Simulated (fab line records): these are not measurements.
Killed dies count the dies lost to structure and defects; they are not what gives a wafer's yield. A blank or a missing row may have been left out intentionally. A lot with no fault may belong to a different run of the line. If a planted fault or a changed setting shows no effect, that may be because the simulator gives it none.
Which of the tools did it? ; flow nand_harc ; 12 lots, 36 wafers sampled, at 5 steps of a route of 1159

## WHAT THE GAUGES READ, wafer by wafer
NHARC_END_SORT_01.
lot;measured;on;killed_at_array;killed_at_other;killed_at_periphery;killed_dies;killed_open;killed_short
L279;day 23 03:06;prober-01;12;1;0;13;4;0
L284;day 24 11:34;prober-02;26 23 34;1 1 1;4 2 3;31 26 38;3 1 7;3 0 3

## TOOL THAT RAN EACH LOT (tool first, then ch and the chambers of the sampled wafers, then the start)
lot;NHARC_A_STAIRCASE_TRIM_193;NHARC_A_STAIRCASE_TRIM_220;NHARC_A_STAIRCASE_TRIM_226;NHARC_A_STAIRCASE_STRIP_238
L267;rie_diel-04 ch 1,2,3, day 11 14:22 or earlier;rie_diel-04 ch 0,1,2, day 11 14:22;rie_diel-04 ch 0,1,2, day 11 15:03;plasma_asher-01 ch 0,1, day 11 16:35
L266;rie_diel-11 ch 0,2, day 11 15:15 or earlier;rie_diel-04 ch 0,1,3, day 11 15:15;rie_diel-04 ch 0,1,3, day 11 16:10;plasma_asher-02 ch 0,1, day 11 17:36
L269;rie_diel-12 ch 2,3, day 12 01:53 or earlier;rie_diel-11 ch 1,2, day 12 01:53;rie_diel-11 ch 2,3, day 12 02:34;plasma_asher-02 ch 0,1, day 12 04:05
L270;rie_diel-04 ch 0,1,2, day 12 12:07 or earlier;rie_diel-04 ch 0,2,3, day 12 12:07;rie_diel-04 ch 0,2,3, day 12 12:50;plasma_asher-02 ch 0,1, day 12 14:34
L271;rie_diel-04 ch 2,3, day 12 17:35 or earlier;rie_diel-11 ch 0,1,2, day 12 17:35;rie_diel-11 ch 0,2,3, day 12 18:35;plasma_asher-02 ch 0,1, day 12 20:21
L276;rie_diel-04 ch 0,1, day 14 02:37 or earlier;rie_diel-04 ch 1,3, day 14 02:37;rie_diel-04 ch 1,2, day 14 03:19;plasma_asher-02 ch 1, day 14 04:48
L280;rie_diel-11 ch 0,1, day 14 19:53 or earlier;rie_diel-04 ch 2,3, day 14 19:53;rie_diel-04 ch 0,2, day 14 20:37;plasma_asher-01 ch 0,1, day 14 22:22
L279;rie_diel-11 ch 0,2,3, day 15 01:01 or earlier;rie_diel-04 ch 0,1,2, day 15 01:01;rie_diel-04 ch 0,2,3, day 15 01:47;plasma_asher-02 ch 0, day 15 03:10
L284;rie_diel-11 ch 1,3, day 15 18:11 or earlier;rie_diel-11 ch 1,3, day 15 18:11;rie_diel-11 ch 1,2, day 15 18:53;plasma_asher-01 ch 0,1, day 15 20:18
L285;rie_diel-12 ch 0,1, day 15 19:41 or earlier;rie_diel-12 ch 1,2, day 15 19:41;rie_diel-12 ch 2,3, day 15 20:23;plasma_asher-02 ch 0, day 15 22:08
L283;rie_diel-11 ch 0,1,3, day 16 00:55 or earlier;rie_diel-11 ch 1,2, day 16 00:55;rie_diel-11 ch 1,3, day 16 01:49;plasma_asher-01 ch 0,1, day 16 03:22
L286;rie_diel-11 ch 0,1,2, day 17 03:03 or earlier;rie_diel-11 ch 0,1,3, day 17 03:03;rie_diel-11 ch 0,2,3, day 17 04:28;plasma_asher-01 ch 0,1, day 17 06:09
- NHARC_A_STAIRCASE_TRIM_193: chemistry O2, time 211.2 s.
- NHARC_A_STAIRCASE_TRIM_220: chemistry O2, time 211.2 s.
- NHARC_A_STAIRCASE_TRIM_226: chemistry O2, time 211.2 s.
- NHARC_A_STAIRCASE_STRIP_238: strips in O2.

## WHAT THE TOOLS THEMSELVES READ (means of the sampled wafers that have a number; where no wafer has one, the mark that the record gives instead)
NHARC_A_STAIRCASE_TRIM_193.
lot;tool;drypump_motor_current_A (A);oes_product_au (a.u.);rf_vpp_V (V);showerhead_plenum_p_Torr (Torr);throttle_valve_pct (%)
L267;rie_diel-04;5.7;1.005;57.6;3.51;17.045
L266;rie_diel-11;5.0;1.010;58.2;3.43;17.036
L269;rie_diel-12;5.9;1.002;58.2;3.57;17.036
L270;rie_diel-04;5.6;0.998;57.8;3.39;17.029
L271;rie_diel-04;5.6;0.994;57.1;3.52;17.036
L276;rie_diel-04;5.8;1.009;57.2;3.37;17.040
L280;rie_diel-11;5.5;1.010;57.4;3.31;17.033
L279;rie_diel-11;5.3;1.014;58.2;3.57;17.027
L284;rie_diel-11;6.0;1.009;57.4;3.61;17.034
L285;rie_diel-12;5.2;1.001;57.5;3.40;17.039
L283;rie_diel-11;5.8;1.003;58.1;3.45;17.022
L286;rie_diel-11;5.4;0.998;58.7;3.61;17.034

NHARC_A_STAIRCASE_TRIM_220.
lot;tool;drypump_motor_current_A (A);oes_product_au (a.u.);rf_vpp_V (V);showerhead_plenum_p_Torr (Torr);throttle_valve_pct (%)
L267;rie_diel-04;5.7;0.998;58.6;3.40;17.030
L266;rie_diel-04;5.5;1.001;57.5;3.47;17.039
L269;rie_diel-11;5.3;1.002;57.7;3.59;17.036
L270;rie_diel-04;5.3;1.004;57.8;3.48;17.040
L271;rie_diel-11;5.4;1.004;57.5;3.45;17.037
L276;rie_diel-04;5.6;1.000;58.8;3.57;17.030
L280;rie_diel-04;5.6;1.005;57.5;3.51;17.035
L279;rie_diel-04;5.7;0.997;57.3;3.38;17.026
L284;rie_diel-11;6.3;1.007;58.0;3.48;17.047
L285;rie_diel-12;5.3;0.996;57.1;3.40;17.034
L283;rie_diel-11;5.4;1.004;57.5;3.57;17.038
L286;rie_diel-11;5.8;1.007;59.0;3.63;17.038

NHARC_A_STAIRCASE_TRIM_226.
lot;tool;drypump_motor_current_A (A);oes_product_au (a.u.);rf_vpp_V (V);showerhead_plenum_p_Torr (Torr);throttle_valve_pct (%)
L267;rie_diel-04;5.6;1.005;57.4;3.40;17.033
L266;rie_diel-04;5.5;1.003;57.3;3.47;17.043
L269;rie_diel-11;5.2;1.007;58.2;3.71;17.041
L270;rie_diel-04;5.3;0.999;58.1;3.48;17.031
L271;rie_diel-11;5.3;0.999;58.2;3.58;17.037
L276;rie_diel-04;6.0;1.000;57.8;3.42;17.029
L280;rie_diel-04;5.2;1.199;57.2;3.36;17.029
L279;rie_diel-04;5.3;1.199;57.3;3.47;17.042
L284;rie_diel-11;5.8;1.005;57.5;3.45;17.041
L285;rie_diel-12;5.9;0.993;58.2;3.60;17.022
L283;rie_diel-11;6.3;1.019;57.2;3.47;17.028
L286;rie_diel-11;5.3;0.999;58.1;3.74;17.038

NHARC_A_STAIRCASE_STRIP_238.
lot;tool;drypump_motor_current_A (A);heater_power_w (W)
L267;plasma_asher-01;5.2;301
L266;plasma_asher-02;5.6;319
L269;plasma_asher-02;5.6;324
L270;plasma_asher-02;5.6;319
L271;plasma_asher-02;5.3;317
L276;plasma_asher-02;5.1;310
L280;plasma_asher-01;5.1;306
L279;plasma_asher-02;5.8;328
L284;plasma_asher-01;5.4;312
L285;plasma_asher-02;5.9;330
L283;plasma_asher-01;5.4;304
L286;plasma_asher-01;5.2;299

## THE ANSWER, worked out from the rows above alone
Rule: usual is defined by the lots themselves. The widest of any qualifying gaps counts: lots, ordered by their means at a reading, are off when they make up no more than a third of the lots, leave a main group of 4 or more, and stand apart from it by 3 or more times the standard deviation of that group's means. A main group is skipped when, at the precision printed for the reading in the tables above, its means are all equal. A lot without any number at a reading at which 4 lots or more have one is off too. Any other lot the step has rows for is counted as sound. First the gauges in route order, then the tools' own readings, where a lot's mean is used as printed above. At the first step where some lot is off, the reading lying furthest off is the one used; lots without a number count as furthest.
Off: L280, L279, at NHARC_A_STAIRCASE_TRIM_226 (oes_product_au). Mean 1.003 a.u. and standard deviation 0.0066 in the main group.
A tool fits if, at that step or a process step before it, it ran every lot that is off, and no sound lot after the first of them. NHARC_A_STAIRCASE_TRIM_193 gives no start for some lots, so the hours and the order of its lots are those of NHARC_A_STAIRCASE_TRIM_220. One fits: NHARC_A_STAIRCASE_TRIM_220 and NHARC_A_STAIRCASE_TRIM_226 on rie_diel-04. At NHARC_A_STAIRCASE_TRIM_220 its last sound lot is L276 (day 14 02:37), its first lot that is off L280 (day 14 19:53): a fault that began between those two fits.

## WHAT THE SIMULATOR HAD PUT IN
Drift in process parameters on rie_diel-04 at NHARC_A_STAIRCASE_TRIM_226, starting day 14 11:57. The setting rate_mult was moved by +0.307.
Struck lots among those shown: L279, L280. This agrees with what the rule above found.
